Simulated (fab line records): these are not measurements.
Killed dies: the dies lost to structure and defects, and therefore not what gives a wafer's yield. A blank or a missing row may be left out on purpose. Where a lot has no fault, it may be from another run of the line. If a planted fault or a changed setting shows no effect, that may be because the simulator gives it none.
A struck lot beside a sound one + flow nand harc + 15 steps out of a route of 1302
Sound: these wafers, L908.4, L908.5, L908.6. Struck: wafers L913.2, L913.3, L913.4. The cause is given at the end.
Order at every step that has rows: each side's tool, ch and its chambers, its first start. Under that, the readings that differ: sound wafers + struck wafers + difference of the means + sigmas: that difference in standard deviations of wafers without a fault.
alike: readings whose means differ by less than 2 such deviations, and words and numbers that are the same on both sides. not compared: withheld readings, readings that some wafer has no value for, bounds like >300 that may hide the same value, and numbers for which the record gives no deviation and whose values overlap.
Wherever a step has rows on one side only, a row that says differs or no value, or a row with sigmas, the two part there. Numbers that don't overlap but have no deviation are shown without sigmas and don't part them. Lack of a reading on every wafer of one side parts them only where that side has two or more wafers.

first, 1 step without rows for these wafers: NHARC_A_ONON_D1_DEP_06 (target thk 1000 nm).
NHARC_A_ONON_D1_THK_MEAS_08: measures by ellipsometry.
  sound on film metro-02 at day 11 17:58; struck on film metro-02 at day 14 05:26
| reading     | sound          | struck      | difference | sigmas |
|-------------|----------------|-------------|------------|--------|
| thk nm (nm) | 1010 1013 1010 | 968 969 967 | -43        | -4     |
then, 1 step without rows for these wafers: NHARC_A_ONON_D1_DEP_09 (target thk 1000 nm).
NHARC_A_ONON_D1_THK_MEAS_11: measures by ellipsometry.
  sound on film metro-02 at day 11 18:31; struck on film metro-01 at day 14 06:00
  alike: thk nm
then, 1 step without rows for these wafers: NHARC_A_ONON_D1_DEP_12 (target thk 1000 nm).
NHARC_A_ONON_D1_THK_MEAS_14: measures by ellipsometry.
  sound on film metro-01 at day 11 19:05; struck on film metro-01 at day 14 06:33
  alike: thk nm
then, 2 steps without rows for these wafers: NHARC_A_ONON_D1_ANNEAL_15 (time 3600 s); NHARC_A_ONON_D1_DEP_16 (target thk 1000 nm).
NHARC_A_ONON_D1_THK_MEAS_18: measures by ellipsometry.
  sound on film metro-01 at day 12 03:17; struck on film metro-01 at day 14 15:29
  alike: thk nm
then, 1 step without rows for these wafers: NHARC_A_ONON_D1_DEP_19 (target thk 1000 nm).
NHARC_A_ONON_D1_THK_MEAS_21: measures by ellipsometry.
  sound on film metro-02 at day 12 03:51; struck on film metro-02 at day 14 16:03
| reading     | sound       | struck         | difference | sigmas |
|-------------|-------------|----------------|------------|--------|
| thk nm (nm) | 992 992 988 | 1008 1008 1009 | +18        | +2     |
NHARC_A_ONON_D1_DEP_22: target thk 1000 nm.
  sound on pecvd onon-02 ch 0, day 12 04:05; struck on pecvd onon-02 ch 0, day 14 16:10
NHARC_A_ONON_D1_THK_MEAS_24: measures by ellipsometry.
  sound on film metro-02 at day 12 04:25; struck on film metro-02 at day 14 16:37
| reading     | sound       | struck         | difference | sigmas |
|-------------|-------------|----------------|------------|--------|
| thk nm (nm) | 996 995 994 | 1464 1465 1465 | +470       | +43    |
then, 1 step without rows for these wafers: NHARC_A_ONON_D1_DEP_25 (target thk 1000 nm).
-- the record jumps here: 16 days lie between the struck wafers' starts before and after (it left off in module A_ONON_D1 and takes up again in module END, whose first step shown is number 1302 of the route) --
NHARC_END_SORT_01:
  only the struck wafers appear in the record here, on prober-01 ch 0 at day 30 09:40; the sound ones have no rows

WHERE THEY PART
At NHARC_A_ONON_D1_THK_MEAS_08 first; at NHARC_END_SORT_01 last (within this record only).

WHY: what had been put in by the simulator
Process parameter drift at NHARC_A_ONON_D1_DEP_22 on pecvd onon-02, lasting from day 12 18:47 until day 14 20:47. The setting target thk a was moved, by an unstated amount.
